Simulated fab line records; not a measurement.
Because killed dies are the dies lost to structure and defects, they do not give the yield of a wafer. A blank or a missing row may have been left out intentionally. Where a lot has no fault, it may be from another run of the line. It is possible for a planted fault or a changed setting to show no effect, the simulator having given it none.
A struck lot beside a sound one ; flow nand harc ; 38 steps out of a route of 1302
Sound: the wafers L608.1, L608.5, L608.6. Wafers struck: L615.2, L615.3, L615.6. Last of all comes the cause.
At each step with rows: each side's tool, then ch and its chambers, then its first start. Under that, the readings that differ: sound wafers ; struck wafers ; difference of the means ; sigmas: that difference in standard deviations of wafers without a fault.
alike: readings with means less than 2 such deviations apart, plus words and numbers identical on both sides. not compared: withheld readings, readings lacking a value on some wafer, bounds such as >300 that could conceal the same value, and numbers that have no deviation in the record and whose values overlap.
The two part at a step that has a row with sigmas, a row that says differs or no value, or rows on one side only. Non-overlapping numbers with no deviation appear without sigmas and do not part them. A reading that every wafer of one side lacks parts them only if that side has two wafers or more.

first, 9 steps without rows for these wafers: NHARC_A_CHANNEL_HOLE_D1_DEP_00 (deposits aC, target thk 3100 nm); NHARC_A_CHANNEL_HOLE_D1_DEP_01 (deposits SiON, target thk 140 nm); NHARC_A_CHANNEL_HOLE_D1_DEHYDRATE_02 (time 120 s); NHARC_A_CHANNEL_HOLE_D1_HMDS_03 (time 30 s); NHARC_A_CHANNEL_HOLE_D1_COAT_36 (time 75 s); NHARC_A_CHANNEL_HOLE_D1_COAT_37 (time 65 s); NHARC_A_CHANNEL_HOLE_D1_COAT_04 (resist thk 90 nm); NHARC_A_CHANNEL_HOLE_D1_SOFTBAKE_05 (time 55 s); NHARC_A_CHANNEL_HOLE_D1_EBR_06.
NHARC_A_CHANNEL_HOLE_D1_EXPOSE_07: exposes mask HOLE D1, target cd 100 nm.
  sound on arfi scanner-03 ch 0, day 9 11:02; struck on arfi scanner-03 ch 0, day 11 22:43
reading;sound;struck;difference;sigmas
exposure dose mJ cm2;59.61 59.55 59.60;43.74 43.80 43.75;-15.82;-99 or more
  alike: mask, stage vel mm s
then, 2 steps without rows for these wafers: NHARC_A_CHANNEL_HOLE_D1_PEB_08 (peb time 65 s); NHARC_A_CHANNEL_HOLE_D1_DEVELOP_09 (develop time 35 s).
NHARC_A_CHANNEL_HOLE_D1_CD_MEAS_10 targets a cd of 100 nm.
  sound on cd sem-01 ch 0, day 9 11:11; struck on cd sem-03 ch 0, day 11 22:51
reading;sound;struck;difference;sigmas
cd nm (nm);100.5 100.0 100.5;86.3 85.5 86.4;-14.3;-24
NHARC_A_CHANNEL_HOLE_D1_DESCUM_15: chemistry O2, time 3 s.
  sound on rie diel-13 ch 0,3, day 9 11:22; struck on rie diel-07 ch 0,1,3, day 11 23:03
reading;sound;struck;difference;sigmas
drypump motor current A (A);6.6 5.4 6.5;5.8 5.0 5.3;-0.8;-2
model.A_CHANNEL_HOLE_D1.cd nm (nm);100.1 98.92 99.92;86.08 84.51 86.78;-13.86;
  alike: oes product au, rf vpp V, showerhead plenum p Torr, throttle valve pct
  not compared: rf hours counter h
then, 4 steps without rows for these wafers: NHARC_A_CHANNEL_HOLE_D1_ETCH_38 (etches the open film in CF4, target depth 39 nm, time 65 s); NHARC_A_CHANNEL_HOLE_D1_ETCH_39 (etches the open film in N2/H2, target depth 260 nm, time 325 s); NHARC_A_CHANNEL_HOLE_D1_ETCH_34 (etches the open film in CF4/CHF3, target depth 154 nm, time 77 s); NHARC_A_CHANNEL_HOLE_D1_ETCH_16 (etches the open film in O2/COS, target depth 3100 nm, time 806 s).
NHARC_A_CHANNEL_HOLE_D1_CD_MEAS_18:
  sound on cd sem-03 at day 9 12:29; struck on cd sem-03 at day 12 00:08
reading;sound;struck;difference;sigmas
cd nm (nm);101 93 99;84 86 87;-12;-4
then, 12 steps without rows for these wafers: NHARC_A_CHANNEL_HOLE_D1_ETCH_19 (etches the open film in C4F8/O2/Ar, time 34.5 s); NHARC_A_CHANNEL_HOLE_D1_ETCH_20 (etches the open film in C4F8/O2/Ar, time 361.9 s, target depth 1600 nm); NHARC_A_CHANNEL_HOLE_D1_ETCH_21 (etches the open film in C4F8/O2/Ar, time 514.3 s, target depth 1600 nm); NHARC_A_CHANNEL_HOLE_D1_ETCH_22 (etches the open film in C4F8/O2/Ar, time 666.7 s, target depth 1600 nm); NHARC_A_CHANNEL_HOLE_D1_ETCH_23 (etches the open film in C4F8/O2/Ar, time 819 s, target depth 1600 nm); NHARC_A_CHANNEL_HOLE_D1_ETCH_24 (etches the open film in C4F8/O2/Ar, time 906.2 s, target depth 1500 nm); NHARC_A_CHANNEL_HOLE_D1_ETCH_25 (etches the open film in C4F8/O2/Ar, time 1040.2 s, target depth 1500 nm); NHARC_A_CHANNEL_HOLE_D1_ETCH_26 (etches the open film in C4F8/O2/Ar, time 224.1 s, target depth 300 nm); NHARC_A_CHANNEL_HOLE_D1_ETCH_33 (etches the open film in C4F8/O2/Ar, time 90 s, target depth 400 nm); NHARC_A_CHANNEL_HOLE_D1_STRIP_41 (strips in N2/H2); NHARC_A_CHANNEL_HOLE_D1_STRIP_42 (strips in CF4/CHF3); NHARC_A_CHANNEL_HOLE_D1_STRIP_43 (strips in O2/COS).
NHARC_A_CHANNEL_HOLE_D1_ETCH_44: etches the open film in CF4/O2, target depth 140 nm, overetch 14 nm, time 77 s.
  sound on rie diel-07 ch 1,2,3, day 9 19:08; struck on rie diel-07 ch 2,3, day 12 09:09
reading;sound;struck;difference;sigmas
model.A_CHANNEL_HOLE_D1.cd nm (nm);91.41 88.16 89.35;76.49 73.47 74.25;-14.90;
  alike: drypump motor current A, oes_o_777_au, oes product au, rf vpp V, showerhead plenum p Torr, throttle valve pct
  not compared: rf hours counter h
then, 3 steps without rows for these wafers: NHARC_A_CHANNEL_HOLE_D1_STRIP_27 (strips in O2); NHARC_A_CHANNEL_HOLE_D1_PRECLEAN_28 (cleans in SC1); NHARC_A_CHANNEL_HOLE_D1_SRD_29.
NHARC_A_CHANNEL_HOLE_D1_CD_MEAS_30:
  sound on cd sem-01 at day 9 19:55; struck on cd sem-03 at day 12 10:46
reading;sound;struck;difference;sigmas
cd nm (nm);90.9 87.6 89.2;76.4 73.1 74.1;-14.7;-8
NHARC_A_CHANNEL_HOLE_D1_XSEM_31:
  sound on xsem-02 ch 0, day 9 20:00; struck on xsem-02 ch 0, day 12 10:52
reading;sound;struck;difference;sigmas
bot cd nm (nm);74.2 71.2 72.7;60.9 57.5 58.7;-13.7;-8
  alike: bow nm, tilt deg
-- break in the record here, with 15 days between the starts of the struck wafers on either side (left off in module A_CHANNEL_HOLE_D1, picked up again in module END, where the first step shown is number 1301 on the route) --
NHARC_END_WLT_00:
  sound on prober-01 at day 24 23:53; struck on prober-02 at day 27 13:31
reading;sound;struck;difference;sigmas
VT_DECK1_BOTTOM;0.878 0.863 0.859;0.820 0.800 0.814;-0.055;-7
VT_DECK1_BOTTOM_INNER;0.870 0.863 0.859;0.816 0.807 0.810;-0.053;-6
VT_DECK1_MEDIAN_NEAR_BOTTOM;0.869 0.859 0.874;0.819 0.809 0.804;-0.057;-6
VT_DECK1_MEDIAN_NEAR_BOTTOM_INNER;0.874 0.869 0.867;0.824 0.807 0.814;-0.055;-6
VT_DECK1_MIDDLE;0.878 0.885 0.876;0.834 0.828 0.830;-0.049;-6
VT_DECK1_MIDDLE_INNER;0.881 0.883 0.879;0.839 0.828 0.835;-0.047;-6
VT_DECK1_TOP;0.904 0.891 0.890;0.854 0.850 0.855;-0.042;-5
VT_DECK1_TOP_INNER;0.900 0.889 0.890;0.854 0.853 0.856;-0.039;-5
  alike: VT_DECK2_BOTTOM, VT_DECK2_BOTTOM_INNER, VT_DECK2_MEDIAN_NEAR_BOTTOM, VT_DECK2_MEDIAN_NEAR_BOTTOM_INNER, VT_DECK2_MIDDLE, VT_DECK2_MIDDLE_INNER, VT_DECK2_TOP, VT_DECK2_TOP_INNER

## WHERE THEY PART
Earliest at NHARC_A_CHANNEL_HOLE_D1_EXPOSE_07; latest, in this record, at NHARC_END_WLT_00.

WHY: what the simulator had put in
Process parameter drift: arfi scanner-03, from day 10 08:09 on, at NHARC_A_CHANNEL_HOLE_D1_EXPOSE_07. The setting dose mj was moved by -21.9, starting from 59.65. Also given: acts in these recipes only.
